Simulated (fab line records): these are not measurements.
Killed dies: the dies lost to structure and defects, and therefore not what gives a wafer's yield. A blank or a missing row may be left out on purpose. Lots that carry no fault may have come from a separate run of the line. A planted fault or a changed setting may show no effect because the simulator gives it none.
Which tool did it? | flow n5Finfet | 8 lots with 23 wafers sampled at 6 steps, on a route of 1938 steps

## WHAT THE GAUGES SHOWED, per wafer
N5_BEOL_M4_RC_MEAS_101. Usual: DIBL_N 37.0 mV/V, standard deviation 1.7; DIBL_P 36.7 mV/V, standard deviation 2; IOFF_N 0.17 nA/um, standard deviation 0.035; IOFF_P 0.22 nA/um, standard deviation 0.035; ION_N 672 uA/um, standard deviation 12; ION_P 461 uA/um, standard deviation 7.5; SS_N 71.6 mV/dec, standard deviation 0.67; SS_P 73.4 mV/dec, standard deviation 0.64; VT_N 250 mV, standard deviation 3.5; VT_P -250 mV, standard deviation 3.5.
lot  | measured     | on        | DIBL_N (mV/V)  | DIBL_P (mV/V)  | IOFF_N (nA/um) | IOFF_P (nA/um) | ION_N (uA/um) | ION_P (uA/um) | SS_N (mV/dec)  | SS_P (mV/dec)  | VT_N (mV)   | VT_P (mV)      | flag
L435 | day 8 19:19  | prober-02 | 37.0 37.2 36.3 | 36.5 36.3 36.4 | 0.17 0.19 0.18 | 0.25 0.25 0.25 | 665 675 685   | 462 467 473   | 71.7 72.0 71.3 | 73.2 73.1 73.8 | 249 245 244 | -244 -246 -247 | 
L437 | day 9 01:03  | prober-02 | 38.6 39.0 38.8 | 38.0 38.0 37.8 | 0.20 0.20 0.20 | 0.24 0.23 0.22 | 695 682 674   | 466 461 451   | 71.1 72.1 71.9 | 73.5 74.5 74.3 | 245 245 247 | -251 -250 -252 | 
L440 | day 10 00:00 | prober-02 | 38.4 38.6 42.0 | 38.6 38.4 41.3 | 0.21 0.21 0.31 | 0.24 0.25 0.29 | 705 695 695   | 469 471 463   | 72.5 72.0 73.7 | 73.6 73.5 75.1 | 246 244 243 | -246 -246 -246 | 
L442 | day 10 10:58 | prober-02 | 34.3 36.5 35.7 | 35.1 36.9 35.4 | 0.13 0.17 0.15 | 0.18 0.20 0.18 | 666 675 666   | 454 460 454   | 70.0 71.4 71.4 | 72.4 74.1 73.5 | 252 249 253 | -253 -253 -255 | 
L443 | day 10 21:43 | prober-01 | 39.2 35.7      | 37.5 34.7      | 0.21 0.16      | 0.27 0.23      | 680 680       | 464 470       | 71.5 70.2      | 73.8 73.1      | 245 247     | -245 -245      | 
L444 | day 10 23:34 | prober-01 | 38.1 38.0 37.0 | 36.7 37.2 35.0 | 0.16 0.17 0.14 | 0.22 0.25 0.20 | 683 678 661   | 467 467 458   | 71.8 71.3 70.8 | 74.0 73.6 72.6 | 250 249 254 | -252 -245 -253 | 
L454 | day 14 10:43 | prober-02 | 35.5 36.0 35.8 | 34.4 35.2 34.2 | 0.15 0.16 0.14 | 0.20 0.22 0.20 | 675 678 664   | 467 466 461   | 72.0 71.8 71.2 | 73.6 73.5 73.1 | 250 246 251 | -250 -249 -252 | 
L455 | day 13 12:05 | prober-02 | 37.0 35.9 39.1 | 35.8 34.6 38.2 | 0.15 0.13 0.19 | 0.21 0.19 0.25 | 680 658 690   | 467 460 470   | 71.1 70.7 72.1 | 73.7 72.8 73.5 | 250 251 246 | -247 -250 -248 | 

## EACH LOT AND THE TOOL THAT RAN IT (in order: tool; ch and the chambers of the sampled wafers; start)
lot  | N5_FIN_SAQP_PECVD_48         | N5_FIN_SAQP_ETCH_57              | N5_FIN_SAQP_ETCH_65            | N5_FIN_SAQP_ETCH_69              | N5_FIN_SAQP_STRIP_70
L435 | pecvd-03 ch 1,2, day 2 16:56 | rieDiel-01 ch 2,3, day 2 19:52   | rieSi-05 ch 1,2,3, day 2 19:59 | rieDiel-05 ch 0,1,3, day 2 20:32 | rieDiel-05 ch 0,1,3, day 2 20:38
L437 | pecvd-04 ch 1,2, day 3 04:33 | rieDiel-05 ch 2,3, day 3 07:26   | rieSi-05 ch 1,3, day 3 07:32   | rieDiel-03 ch 1,2,3, day 3 08:13 | rieDiel-03 ch 1,2,3, day 3 08:19
L440 | pecvd-01 ch 0,1, day 3 20:28 | rieDiel-03 ch 2,3, day 3 23:27   | rieSi-06 ch 0,1,2, day 3 23:34 | rieDiel-05 ch 1,2,3, day 4 00:30 | rieDiel-05 ch 1,2,3, day 4 00:36
L442 | pecvd-03 ch 0,2, day 4 09:15 | rieDiel-03 ch 0,2,3, day 4 12:01 | rieSi-01 ch 0,2, day 4 12:07   | rieDiel-03 ch 0,2, day 4 12:51   | rieDiel-03 ch 0,2, day 4 12:57
L443 | pecvd-03 ch 0, day 4 15:14   | rieDiel-03 ch 1,2, day 4 20:38   | rieSi-06 ch 0,2, day 4 20:44   | rieDiel-03 ch 0,2, day 4 21:23   | rieDiel-03 ch 0,2, day 4 21:29
L444 | pecvd-03 ch 1,2, day 5 02:32 | rieDiel-03 ch 0,1,3, day 5 06:39 | rieSi-06 ch 2,3, day 5 06:46   | rieDiel-03 ch 2,3, day 5 07:22   | rieDiel-03 ch 2,3, day 5 07:28
L454 | pecvd-03 ch 0,1, day 7 10:03 | rieDiel-03 ch 1,2,3, day 7 12:49 | rieSi-05 ch 0,3, day 7 12:56   | rieDiel-01 ch 0,1, day 7 13:37   | rieDiel-01 ch 0,1, day 7 13:43
L455 | pecvd-03 ch 1,2, day 7 17:19 | rieDiel-01 ch 1,3, day 7 21:33   | rieSi-06 ch 0,2,3, day 7 21:40 | rieDiel-01 ch 0,1, day 7 22:16   | rieDiel-01 ch 0,1, day 7 22:22
- N5_FIN_SAQP_PECVD_48: deposits SiNx from SiH4/NH3/N2, target thk 25 nm, time 22.1 s.
- N5_FIN_SAQP_ETCH_57: etches SiNx in CH3F/O2, target depth 32.5 nm, time 46.4 s.
- N5_FIN_SAQP_ETCH_65: etches SiO2 in CF4, target depth 4 nm, time 4.4 s.
- N5_FIN_SAQP_ETCH_69: etches SOC in N2/H2, stops on SiNx, target depth 150 nm.
- N5_FIN_SAQP_STRIP_70: strips in N2/H2.

## WHAT THE TOOLS THEMSELVES READ (means of the sampled wafers that have a number; where no wafer has one, the mark that the record gives instead)
N5_FIN_SAQP_PECVD_48. Usual: heaterPowerOuterW 481 W, standard deviation 79; heaterPowerW 771 W, standard deviation 120; showerheadPlenumPTorr 5.14 Torr, standard deviation 0.068; throttleValvePct 40.4 %, standard deviation 3.
lot  | tool     | heaterPowerOuterW (W) | heaterPowerW (W) | showerheadPlenumPTorr (Torr) | throttleValvePct (%) | flag
L435 | pecvd-03 | 492                   | 773              | 5.15                         | 42.1                 | 
L437 | pecvd-04 | 415                   | 739              | 5.15                         | 41.4                 | 
L440 | pecvd-01 | 543                   | 910              | 5.25                         | 41.4                 | 
L442 | pecvd-03 | 457                   | 704              | 5.10                         | 38.3                 | 
L443 | pecvd-03 | 464                   | 660              | 5.14                         | 40.2                 | 
L444 | pecvd-03 | 572                   | 891              | 5.14                         | 42.3                 | 
L454 | pecvd-03 | 515                   | 762              | 5.16                         | 41.8                 | 
L455 | pecvd-03 | 561                   | 865              | 5.15                         | 42.3                 | 

N5_FIN_SAQP_ETCH_57. Usual: drypumpMotorCurrentA 5.6 A, standard deviation 0.41; etchRfOnTimeS 46.5 s, standard deviation 1; oesProductAu 0.65 a.u., standard deviation 0.073; rfVppV 299 V, standard deviation 3.7; showerheadPlenumPTorr 2.07 Torr, standard deviation 0.042; throttleValvePct 16.31 %, standard deviation 0.22.
lot  | tool       | drypumpMotorCurrentA (A) | etchRfOnTimeS (s) | oesProductAu (a.u.) | rfVppV (V) | showerheadPlenumPTorr (Torr) | throttleValvePct (%) | flag
L435 | rieDiel-01 | 5.9                      | 47.1              | 0.64                | 300        | 2.08                         | 16.46                | 
L437 | rieDiel-05 | 5.8                      | 46.9              | 0.60                | 301        | 2.01                         | 16.64                | 
L440 | rieDiel-03 | 5.2                      | 47.5              | 0.62                | 299        | 2.09                         | 16.25                | 
L442 | rieDiel-03 | 5.4                      | 46.6              | 0.68                | 302        | 2.10                         | 16.22                | 
L443 | rieDiel-03 | 5.3                      | 15.6              | 0.71                | 298        | 2.08                         | 16.23                | OFF
L444 | rieDiel-03 | 5.5                      | 36.4              | 0.74                | 300        | 2.09                         | 16.24                | OFF
L454 | rieDiel-03 | 5.3                      | 46.9              | 0.65                | 297        | 2.07                         | 16.32                | 
L455 | rieDiel-01 | 5.9                      | 45.2              | 0.66                | 299        | 2.08                         | 16.25                | 

N5_FIN_SAQP_ETCH_65. Usual: drypumpMotorCurrentA 5.6 A, standard deviation 0.5; oesProductAu 0.997 a.u., standard deviation 0.015; throttleValvePct 21.80 %, standard deviation 0.28.
lot  | tool     | drypumpMotorCurrentA (A) | oesProductAu (a.u.) | throttleValvePct (%) | flag
L435 | rieSi-05 | 5.8                      | 0.992               | 21.68                | 
L437 | rieSi-05 | 5.6                      | 0.993               | 21.78                | 
L440 | rieSi-06 | 5.7                      | 0.989               | 21.84                | 
L442 | rieSi-01 | 5.6                      | 0.994               | 21.73                | 
L443 | rieSi-06 | 6.1                      | 1.005               | 21.91                | 
L444 | rieSi-06 | 5.6                      | 0.984               | 21.70                | 
L454 | rieSi-05 | 5.1                      | 1.005               | 22.06                | 
L455 | rieSi-06 | 5.8                      | 0.995               | 21.91                | 

N5_FIN_SAQP_ETCH_69. Usual: drypumpMotorCurrentA 5.7 A, standard deviation 0.46; oesProductAu 0.74 a.u., standard deviation 0.066; rfVppV 241.7 V, standard deviation 1.1; showerheadPlenumPTorr 2.62 Torr, standard deviation 0.06; throttleValvePct 17.82 %, standard deviation 0.27.
lot  | tool       | drypumpMotorCurrentA (A) | oesProductAu (a.u.) | rfVppV (V) | showerheadPlenumPTorr (Torr) | throttleValvePct (%) | flag
L435 | rieDiel-05 | 5.8                      | 0.74                | 240.0      | 2.57                         | 17.76                | 
L437 | rieDiel-03 | 5.3                      | 0.70                | 242.3      | 2.64                         | 17.86                | 
L440 | rieDiel-05 | 5.6                      | 0.73                | 241.3      | 2.56                         | 17.93                | 
L442 | rieDiel-03 | 5.6                      | 0.86                | 242.5      | 2.69                         | 17.63                | 
L443 | rieDiel-03 | 5.6                      | 0.82                | 243.4      | 2.68                         | 17.68                | 
L444 | rieDiel-03 | 5.3                      | 0.72                | 242.1      | 2.66                         | 17.85                | 
L454 | rieDiel-01 | 5.9                      | 0.77                | 243.1      | 2.68                         | 17.78                | 
L455 | rieDiel-01 | 5.9                      | 0.76                | 242.3      | 2.68                         | 17.79                | 

N5_FIN_SAQP_STRIP_70. Usual: drypumpMotorCurrentA 5.8 A, standard deviation 0.46; oesProductAu 0.75 a.u., standard deviation 0.07; rfVppV 122.3 V, standard deviation 0.88; showerheadPlenumPTorr 3.45 Torr, standard deviation 0.076; throttleValvePct 19.0 %, standard deviation 0.32.
lot  | tool       | drypumpMotorCurrentA (A) | oesProductAu (a.u.) | rfVppV (V) | showerheadPlenumPTorr (Torr) | throttleValvePct (%) | flag
L435 | rieDiel-05 | 5.8                      | 0.74                | 121.8      | 3.40                         | 19.1                 | 
L437 | rieDiel-03 | 5.3                      | 0.71                | 123.2      | 3.48                         | 19.0                 | 
L440 | rieDiel-05 | 5.6                      | 0.72                | 122.1      | 3.39                         | 19.2                 | 
L442 | rieDiel-03 | 5.7                      | 0.88                | 122.7      | 3.55                         | 18.8                 | 
L443 | rieDiel-03 | 5.5                      | 0.84                | 122.6      | 3.54                         | 18.9                 | 
L444 | rieDiel-03 | 5.3                      | 0.72                | 122.8      | 3.50                         | 19.1                 | 
L454 | rieDiel-01 | 5.9                      | 0.77                | 122.4      | 3.52                         | 18.9                 | 
L455 | rieDiel-01 | 5.9                      | 0.77                | 123.0      | 3.52                         | 18.9                 | 

## THE ANSWER, worked out from the rows above alone
Rule: a lot counts as off when the mean over its wafers that have a number is more than 3 standard deviations away from the usual mean. A lot without any number at a reading at which 4 lots or more have one is off too. All remaining lots with rows at the step are treated as sound. After the gauges, taken in route order, come the tools' own readings; for these a lot's mean is taken, as printed above. At the first step where some lot is off, the reading lying furthest off is the one used; lots without a number count as furthest.
Off: L443, L444, at N5_FIN_SAQP_ETCH_57 (etchRfOnTimeS).
If a tool, at that step or one of the process steps before it, ran each lot that is off and ran no sound lot following the first of them, it fits. Of those tried, none fits.

## WHAT THE SIMULATOR HAD INSERTED
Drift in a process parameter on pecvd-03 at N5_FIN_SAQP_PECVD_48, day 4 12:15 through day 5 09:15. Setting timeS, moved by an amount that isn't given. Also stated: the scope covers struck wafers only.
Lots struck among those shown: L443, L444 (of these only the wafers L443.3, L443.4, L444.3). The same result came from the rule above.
